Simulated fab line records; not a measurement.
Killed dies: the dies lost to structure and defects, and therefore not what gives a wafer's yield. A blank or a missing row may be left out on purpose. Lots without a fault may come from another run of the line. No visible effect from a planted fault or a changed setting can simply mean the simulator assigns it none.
fab line records | flow n5Finfet
[record] lots = 10 wafers = 30 lastDay = 17
route steps=1938 shown ILD0@341 SDB@357 BEOL_M4@1111 PASSIVATION@1936
lots that met no fault: from a run of the same line without faults
startH: hours from the record's opening day to when the first of the lot's shown wafers began | waitH: hours from the lot's prior step to this one | " repeats the value in the row above | L1.1+2: several wafers, shown together as one row | - value missing, or start not given | * or withheld: withheld | < > ~ a bound
route shown NAME@n: NAME is a module with steps in the file, n the number in the route of the first one | usual: mean/standard deviation of fault-free wafers | same: alike in all rows | chamber/n: place in a boat | sites: each site's reading | _std_site: how widely they spread, as a standard deviation | _edge_site: outer sites' mean less inner sites' | radiusMm: how far each site lies from the wafer's centre | mask NAME#n: copy n | behind: the tool/chamber that last shaped the wafer | hold: why the lot was held/for how many hours/how that ended | device: names the non-switching transistor (n, p or np) | end of line: tests of these same wafers at the route's end | a step with no rows: only its recipe | killed: at the first sort, the dies lost to defects and structure; wafer yield is something else | map: the dies of a wafer, with x for killed, . for not killed, _ for no die there
set.NAME: the setting that was run; set.NAME@STEP: the one run at that earlier step | model.NAME: the simulator's own value behind a step, which no gauge read
a sample of lots followed through the steps of the route, with each step as a table and each wafer as a row
services: when a tool's chamber went out of use (startH, in hours from the record's first day, below 0 if earlier), for how many hours, and the reason
[[steps]]
[step N5_ILD0_THK_MEAS_08]
[usual] thkNm = 139.3/1.1
// columns lot.wafer tool chamber startH waitH thkNm
L346.1 filmMetro-02 - 71.35 - 138.3
L346.3 " - " " 141.1
L346.5 " - " " 137.4
L347.1 filmMetro-01 - 72.39 - 138.0
L347.4 " - " " 141.2
L347.6 " - " " 141.0
L348.2 filmMetro-01 - 79.80 - 140.5
L348.5 " - " " 139.1
L348.6 " - " " 140.2
L350.1 filmMetro-01 - 89.62 - 139.2
L350.2 " - " " 140.8
L350.5 " - " " 139.8
L357.2 filmMetro-01 - 135.64 - 140.7
L357.4 " - " " 139.7
L357.6 " - " " 139.4
L361.2 filmMetro-01 - 160.44 - 139.1
L361.3 " - " " 139.2
L361.4 " - " " 139.8
L362.3 filmMetro-01 - 162.56 - 137.0
L362.4 " - " " 138.0
L362.6 " - " " 137.6
L364.4 filmMetro-01 - 176.04 - 138.7
L364.5 " - " " 138.1
L364.6 " - " " 138.8
L365.2 filmMetro-02 - 181.91 - 140.7
L365.3 " - " " 141.0
L365.4 " - " " 140.1
L366.1 filmMetro-01 - 188.02 - 138.5
L366.4 " - " " 138.6
L366.5 " - " " 137.1
[step N5_ILD0_INSPECT_06]
[recipe] inspectInstrument = darkfield mode = postCmp
[usual] rawDefectCount = 37/16
// columns lot.wafer tool chamber startH waitH rawDefectCount
L346.1 defectInspect-02 - 74.69 0.0 18
L346.3 " - " " 22
L346.5 " - " " 19
L347.1 defectInspect-02 - 75.93 0.0 19
L347.4 " - " " 44
L347.6 " - " " 29
L348.2 defectInspect-02 - 83.33 0.0 38
L348.5 " - " " 48
L348.6 " - " " 59
L350.1 defectInspect-02 - 93.36 0.0 27
L350.2 " - " " 34
L350.5 " - " " 37
L357.2 defectInspect-01 - 138.88 0.0 32
L357.4 " - " " 17
L357.6 " - " " 14
L361.2 defectInspect-02 - 163.68 0.0 37
L361.3 " - " " 56
L361.4 " - " " 37
L362.3 defectInspect-01 - 165.80 0.0 25
L362.4 " - " " 34
L362.6 " - " " 34
L364.4 defectInspect-01 - 179.28 0.0 55
L364.5 " - " " 68
L364.6 " - " " 24
L365.2 defectInspect-01 - 185.23 0.0 23
L365.3 " - " " 53
L365.4 " - " " 51
L366.1 defectInspect-02 - 191.73 0.0 40
L366.4 " - " " 67
L366.5 " - " " 44
[step N5_SDB_OVL_MEAS_12]
[recipe] pointsPerWafer = 44
[usual] SDB_OVL = 0.6/0.67
// columns lot.wafer tool chamber startH waitH SDB_OVL[nm]
L346.1 overlay-01 0 75.08 0.0 0.3
L346.3 " 0 " " 0.8
L346.5 " 0 " " 0.1
L347.1 overlay-02 0 76.44 0.0 0.6
L347.4 " 0 " " -0.2
L347.6 " 0 " " 0.4
L348.2 overlay-02 0 83.72 0.0 0.3
L348.5 " 0 " " 0.1
L348.6 " 0 " " 0.4
L350.1 overlay-02 0 93.88 0.0 0.6
L350.2 " 0 " " 1.2
L350.5 " 0 " " 0.4
L357.2 overlay-01 0 139.29 0.0 1.3
L357.4 " 0 " " -0.1
L357.6 " 0 " " 0.2
L361.2 overlay-02 0 164.23 0.0 0.8
L361.3 " 0 " " 3.0
L361.4 " 0 " " 0.7
L362.3 overlay-01 0 166.22 0.0 0.5
L362.4 " 0 " " -1.1
L362.6 " 0 " " -0.2
L364.4 overlay-02 0 179.67 0.0 1.0
L364.5 " 0 " " 0.5
L364.6 " 0 " " 0.0
L365.2 overlay-02 0 185.63 0.0 -0.4
L365.3 " 0 " " 1.1
L365.4 " 0 " " 0.8
L366.1 overlay-02 0 192.25 0.0 0.4
L366.4 " 0 " " 0.2
L366.5 " 0 " " 0.7
[step N5_SDB_ETCH_17]
[recipe] chemistry = CF4 target = SiARC targetDepthA = 234 maskMaterial = CAR-ArF timeS = 39 ionEnergyEv = 80 pressureMtorr = 40 sourceW = 545 biasW = 36 Ar_flow_sccm = 100 cf4FlowSccm = 100 ends = cleared
[usual] biasW = 36.01/0.1 drypumpMotorCurrentA = 5.4/0.48 etchRfOnTimeS = 39.1/0.88 oesProductAu = 0.68/0.059 rfVppV = 184.2/1.2 showerheadPlenumPTorr = 2.15/0.073 throttleValvePct = 15.60/0.25
// columns lot.wafer tool chamber startH waitH biasW drypumpMotorCurrentA etchRfOnTimeS oesProductAu rfHoursCounterH rfVppV showerheadPlenumPTorr throttleValvePct
L346.1 rieDiel-03 0 75.18 0.0 35.92 6.2 37.6 0.63 187 186.2 2.22 15.81
L346.3 " 2 " " 35.92 5.7 39.4 0.62 172 182.6 2.07 15.80
L346.5 " 2 " " 35.99 5.8 39.3 0.63 - 183.2 2.07 15.78
L347.1 rieDiel-03 0 76.54 0.0 35.94 6.3 37.8 0.63 188 184.7 2.22 15.79
L347.4 " 2 " " 36.13 5.8 39.5 0.62 172 183.4 2.07 15.80
L347.6 " 3 " " 36.01 5.8 40.5 0.57 - 185.3 2.19 15.93
L348.2 rieDiel-01 0 83.81 0.0 35.98 5.6 38.5 0.64 178 182.9 2.13 15.79
L348.5 " 3 " " 36.00 6.5 38.1 0.79 - 186.5 2.28 15.26
L348.6 " 0 " " 35.93 5.6 38.7 0.64 - 183.7 2.13 15.80
L350.1 rieDiel-01 1 93.97 0.0 36.01 5.8 39.8 0.57 235 184.1 2.11 15.82
L350.2 " 0 " " 35.95 5.6 39.0 0.64 182 184.8 2.12 15.81
L350.5 " 1 " " 35.97 5.7 39.4 0.59 - 183.8 2.11 15.82
L357.2 rieDiel-06 1 139.40 0.0 36.00 5.4 39.5 0.68 89 183.9 2.18 15.59
L357.4 " 0 " " 35.98 5.1 38.9 0.63 179 185.3 2.21 15.83
L357.6 " 2 " " 36.14 5.2 38.2 0.70 - 183.4 2.07 15.60
L361.2 rieDiel-01 1 164.32 0.0 35.94 5.8 38.3 0.84 1 182.4 2.11 15.34
L361.3 " 3 " " 36.13 6.5 37.6 0.75 44 186.1 2.27 15.31
L361.4 " 0 " " 35.89 5.6 35.9 0.65 207 184.4 2.12 15.84
L362.3 rieDiel-01 0 166.31 0.0 36.09 5.6 36.3 0.64 207 182.8 2.12 15.84
L362.4 " 1 " " 35.76 5.7 38.8 0.83 2 183.7 2.11 15.34
L362.6 " 2 " " 35.86 5.1 40.6 0.66 - 184.8 2.25 15.85
L364.4 rieDiel-06 0 179.76 0.0 36.02 5.1 38.8 0.62 193 183.4 2.21 15.85
L364.5 " 3 " " 36.10 4.9 39.4 0.70 - 182.8 2.07 15.22
L364.6 " 0 " " 36.00 5.0 38.4 0.62 - 184.4 2.21 15.85
L365.2 rieDiel-03 1 185.72 0.0 36.10 4.8 40.0 0.67 102 183.1 2.07 15.28
L365.3 " 0 " " 36.14 6.3 38.2 0.60 226 184.3 2.20 15.88
L365.4 " 3 " " 36.12 5.8 39.1 0.79 15 184.6 2.18 15.50
L366.1 rieDiel-06 3 192.35 0.0 35.94 4.9 40.4 0.68 83 183.0 2.07 15.22
L366.4 " 1 " " 35.85 5.4 39.6 0.67 - 185.0 2.17 15.62
L366.5 " 3 " " 36.08 4.9 40.0 0.68 - 183.4 2.07 15.23
[step N5_BEOL_M4_RC_MEAS_101]
[usual] DIBL_N = 36.3/1.7 DIBL_P = 36.5/1.8 IOFF_N = 0.16/0.033 IOFF_P = 0.21/0.037 ION_N = 675/11 ION_P = 462/7.9 SS_N = 71.6/0.64 SS_P = 73.3/0.68 VT_N = 249/3.3 VT_P = -250/3.3
// columns lot.wafer tool chamber startH waitH DIBL_N[mV/V] DIBL_P[mV/V] IOFF_N[nA/um] IOFF_P[nA/um] ION_N[uA/um] ION_P[uA/um] SS_N[mV/dec] SS_P[mV/dec] VT_N[mV] VT_P[mV]
L347.1 prober-01 0 175.39 0.0 37.0 37.9 0.16 0.23 674 464 71.5 73.7 249 -251
L347.4 " 0 " " 35.9 36.4 0.14 0.22 669 461 71.1 73.5 251 -250
L347.6 " 0 " " 36.4 36.4 0.14 0.21 675 471 71.3 73.1 251 -250
L346.1 prober-02 0 179.55 0.0 33.6 34.1 0.14 0.21 673 467 71.1 73.2 248 -248
L346.3 " 0 " " 36.4 37.0 0.18 0.25 679 468 72.3 73.4 250 -249
L346.5 " 0 " " 35.8 36.4 0.17 0.24 676 467 71.8 73.1 249 -246
L348.2 prober-01 0 181.49 0.2 35.7 36.1 0.15 0.18 682 467 71.0 73.3 251 -251
L348.5 " 0 " " 33.6 33.4 0.11 0.14 681 462 71.0 72.8 255 -257
L348.6 " 0 " " 36.1 36.5 0.14 0.18 677 463 71.5 73.3 253 -253
L350.1 prober-02 0 182.85 0.0 37.3 37.5 0.18 0.23 680 470 71.2 72.8 247 -250
L350.2 " 0 " " 33.8 33.5 0.12 0.17 677 471 70.7 71.7 255 -253
L350.5 " 0 " " 35.5 36.1 0.15 0.21 683 476 72.1 72.8 250 -250
L357.2 prober-02 0 231.18 0.2 37.2 37.8 0.19 0.25 685 472 72.0 72.9 246 -244
L357.4 " 0 " " 37.7 39.0 0.19 0.27 675 466 72.6 73.8 246 -247
L357.6 " 0 " " 35.5 36.4 0.16 0.23 683 475 71.1 73.1 249 -248
L361.2 prober-02 0 258.71 0.2 38.3 38.1 0.17 0.20 681 455 72.2 74.4 250 -254
L361.3 " 0 " " 37.4 36.6 0.15 0.19 660 457 72.0 73.6 252 -255
L361.4 " 0 " " 39.3 38.4 0.17 0.20 661 450 73.0 73.8 251 -253
L362.3 prober-02 0 264.16 0.3 37.3 35.4 0.16 0.22 675 466 71.4 72.8 247 -246
L362.4 " 0 " " 35.6 34.2 0.15 0.22 703 481 71.4 72.5 246 -244
L362.6 " 0 " " 35.4 34.3 0.14 0.21 677 469 71.2 72.8 249 -245
L364.4 prober-01 0 267.91 0.5 37.3 36.6 0.16 0.23 678 472 71.4 72.5 254 -245
L364.5 " 0 " " 36.3 35.8 0.15 0.22 662 460 71.4 73.4 253 -248
L364.6 " 0 " " 37.3 36.4 0.17 0.23 667 464 71.9 73.5 249 -247
L365.2 prober-02 0 288.09 0.2 33.4 33.1 0.13 0.17 682 465 71.4 72.7 251 -254
L365.3 " 0 " " 35.3 34.8 0.16 0.19 677 462 71.3 73.6 247 -251
L365.4 " 0 " " 34.3 33.9 0.14 0.18 672 459 71.9 73.2 250 -252
L366.1 prober-02 0 291.64 0.0 40.0 40.9 0.28 0.27 717 475 72.9 74.6 241 -250
L366.4 " 0 " " 38.2 38.7 0.23 0.24 695 461 73.1 74.5 242 -249
L366.5 " 0 " " 37.6 37.9 0.21 0.22 687 459 71.7 73.4 245 -251
[step N5_PASSIVATION_PROBE_49]
[usual] defectLimitedYield = 91.3/1.5 killed_at_M0_to_M3 = 34/9.4 killed_at_M4_up = 13/5.3 killedAtContacts = 13/5.7 killedAtFrontEnd = 40/10 killedAtOther = 3.7/2.8 killedDies = 103/17 killedOpen = 67/13 killedShort = 35/8.5 sort_bin_4_leakage = 0.00/0.016 sort_bin_5_function = 5.0/0.98 sort_bin_6_memory = 3.3/0.7 sortNPass = 1077/17 sortYieldPct = 91.3/1.5
[same] grossDies = 1180 killedAtBackSide = 0 sort_bin_8_speed[%] = 0
// columns lot.wafer tool chamber startH waitH defectLimitedYield[%] killed_at_M0_to_M3 killed_at_M4_up killedAtContacts killedAtFrontEnd killedAtOther killedDies killedOpen killedShort sort_bin_4_leakage[%] sort_bin_5_function[%] sort_bin_6_memory[%] sortNPass sortYieldPct[%]
L362.3 prober-02 - 365.44 0.1 91.2 42 21 1 35 5 104 82 22 0 4.9 3.9 1076 91.2
L362.4 prober-02 - 365.49 0.2 92.2 26 14 17 34 1 92 62 30 0 4.4 3.0 1088 92.2
L362.6 prober-02 - 365.59 0.3 93.9 39 5 5 19 4 72 54 17 0 3.8 1.9 1108 93.9
L364.4 prober-02 - 369.93 0.2 94.0 28 6 12 21 4 71 49 22 0 3.6 2.2 1109 94.0
L364.5 prober-02 - 369.98 0.2 90.7 34 14 11 45 6 110 77 32 0 5.9 3.1 1070 90.7
L364.6 prober-02 - 370.03 0.3 92.9 29 2 8 41 4 84 47 36 0 4.3 2.5 1096 92.9
// killed by level:class
L362.3 BEOL_M3:geometricParticle:open=17 BEOL_M4:geometricParticle:open=14 STI_FIN_REVEAL:geometricParticle:open=12 BEOL_M2:geometricParticle:open=6 FIN_SAQP:geometricParticle:open=5 DUMMY_GATE:geometricParticle:open=5 BEOL_M0_SAQP:geometricParticle:short=5 BEOL_M1:geometricParticle:open=5
L362.4 MOL_CONTACT_COAG:geometricParticle:open=12 BEOL_M3:geometricParticle:open=9 STI_FIN_REVEAL:geometricParticle:open=7 BEOL_M0_SAQP:geometricParticle:short=7 GATE_CUT:geometricParticle:short=6 BEOL_M4:geometricParticle:open=6 FIN_SAQP:geometricParticle:open=5 MOL_CONTACT_COAG:geometricParticle:short=5
L362.6 BEOL_M3:geometricParticle:open=12 BEOL_M2:geometricParticle:open=7 MOL_CONTACT_COAG:geometricParticle:open=5 STI_FIN_REVEAL:geometricParticle:open=4 BEOL_M0_SAQP:geometricParticle:open=4 BEOL_M0:geometricParticle:open=4 BEOL_M1:geometricParticle:open=4 GATE_CUT:geometricParticle:short=3
L364.4 MOL_CONTACT_COAG:geometricParticle:open=10 BEOL_M3:geometricParticle:open=8 BEOL_M2:geometricParticle:open=5 DUMMY_GATE:geometricParticle:open=4 BEOL_M0_SAQP:geometricParticle:short=4 STI_FIN_REVEAL:geometricParticle:open=3 DUMMY_GATE:geometricParticle:short=3 BEOL_M0_SAQP:geometricParticle:open=3
L364.5 STI_FIN_REVEAL:geometricParticle:open=15 BEOL_M2:geometricParticle:open=9 MOL_CONTACT_COAG:geometricParticle:open=8 FIN_SAQP:geometricParticle:open=7 BEOL_M4:geometricParticle:short=5 BEOL_M0_SAQP:geometricParticle:open=5 BEOL_M1:geometricParticle:open=5 GATE_CUT:geometricParticle:open=4
L364.6 FIN_SAQP:geometricParticle:open=7 MOL_CONTACT_COAG:geometricParticle:open=7 STI_FIN_REVEAL:geometricParticle:open=7 BEOL_M0_SAQP:geometricParticle:short=7 BEOL_M3:geometricParticle:open=6 BEOL_M3:geometricParticle:short=6 STARTING-WAFER:geometricParticle:short=6 FIN_SAQP:geometricParticle:short=4
[[services]]
// columns tool chamber startH hours kind
rieDiel-06 - 54.77 0.3 repair
rieDiel-03 2 54.77 2.2 repair
rieDiel-01 3 68.92 12.7 repair
rieDiel-06 - 89.79 0.7 repair
rieDiel-03 3 115.55 - clean
rieDiel-03 3 115.55 - consumableReplace:focusRing
rieDiel-03 3 115.55 23.0 scheduledDown
rieDiel-03 3 115.55 23.0 ventCycle
rieDiel-03 2 140.46 3.9 repair
rieDiel-01 1 146.78 - clean
rieDiel-01 1 146.78 - consumableReplace:focusRing
rieDiel-01 1 146.78 13.0 scheduledDown
rieDiel-01 1 146.78 13.0 ventCycle
rieDiel-03 0 187.82 10.9 repair
rieDiel-06 0 188.36 17.2 repair
[[key]]
[firstSign] step = N5_SDB_ETCH_17 reading = etchRfOnTimeS direction = down sigmas = 3.4 usual = * struck = *
effect none on later readings
metAt N5_SDB_ETCH_17
struckLots L361,L362
struckWafers L361.4,L362.3
notActingAt N5_ILD0_THK_MEAS_08,N5_ILD0_INSPECT_06,N5_SDB_OVL_MEAS_12
onsetBetween 93.97 164.32
[fault] kind = processParameterDrift tool = rieDiel-01 chamber = 0 onsetH = 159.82 steps = N5_SDB_ETCH_17 channel = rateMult offset = 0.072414 shape = step endH = 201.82
